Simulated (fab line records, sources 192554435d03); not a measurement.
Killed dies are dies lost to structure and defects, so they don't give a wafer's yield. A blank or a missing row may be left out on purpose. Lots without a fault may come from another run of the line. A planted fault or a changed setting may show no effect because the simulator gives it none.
Chamber matching | flow n5_finfet | N5_BEOL_M11_CURE_72 on uv_cure-02: 3 sister chambers
The step cures SiCOH lowk, time 120 s. 6 wafers are shown with their chamber, then 9 later ones without.

WAFERS WITH THEIR CHAMBER
wafer  | chamber | wafer_temp_C_max | lamp_power_pct (%)
L080.5 | 1       | 370.8            | 52.32
L080.6 | 1       | 371.0            | 52.30
L088.4 | 2       | 372.5            | 52.30
L088.5 | 2       | 372.7            | 52.31
L089.3 | 0       | 372.2            | 52.31
L089.5 | 0       | 372.1            | 52.25

WAFERS WITHOUT THEIR CHAMBER
wafer  | wafer_temp_C_max | lamp_power_pct (%)
L091.1 | 372.1            | 52.30
L091.2 | 372.4            | 52.40
L091.3 | 372.3            | 52.22
L094.1 | 371.0            | 52.28
L094.5 | 370.7            | 52.26
L094.6 | 370.9            | 52.32
L095.2 | 371.0            | 52.29
L095.3 | 371.3            | 52.24
L095.4 | 371.2            | 52.24

WHICH CHAMBER EACH WENT THROUGH
wafer  | from the rows above     | in truth
L091.1 | 0                       | 0
L091.2 | can't be placed: 2 or 0 | 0
L091.3 | can't be placed: 0 or 2 | 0
L094.1 | 1                       | 1
L094.5 | 1                       | 1
L094.6 | 1                       | 1
L095.2 | 1                       | 1
L095.3 | 1                       | 1
L095.4 | 1                       | 1
Placed correctly: 7 of 9. Can't be placed from these rows: 2 (the true chamber is among the candidates in 2). Placed wrongly: 0.
How it was worked out, from the rows above alone: a wafer's distance from a chamber is the root of the sum, over the readings, of the square of ((its reading less the chamber's mean) divided by the reading's scatter). The wafer belongs to the nearest chamber; if the next one is less than 2 further off, it can't be placed. A chamber's mean is the mean of its shown wafers. The scatter: the root of (the sum of the squares of (reading less its chamber's mean) over the shown wafers, divided by (wafers less chambers)).
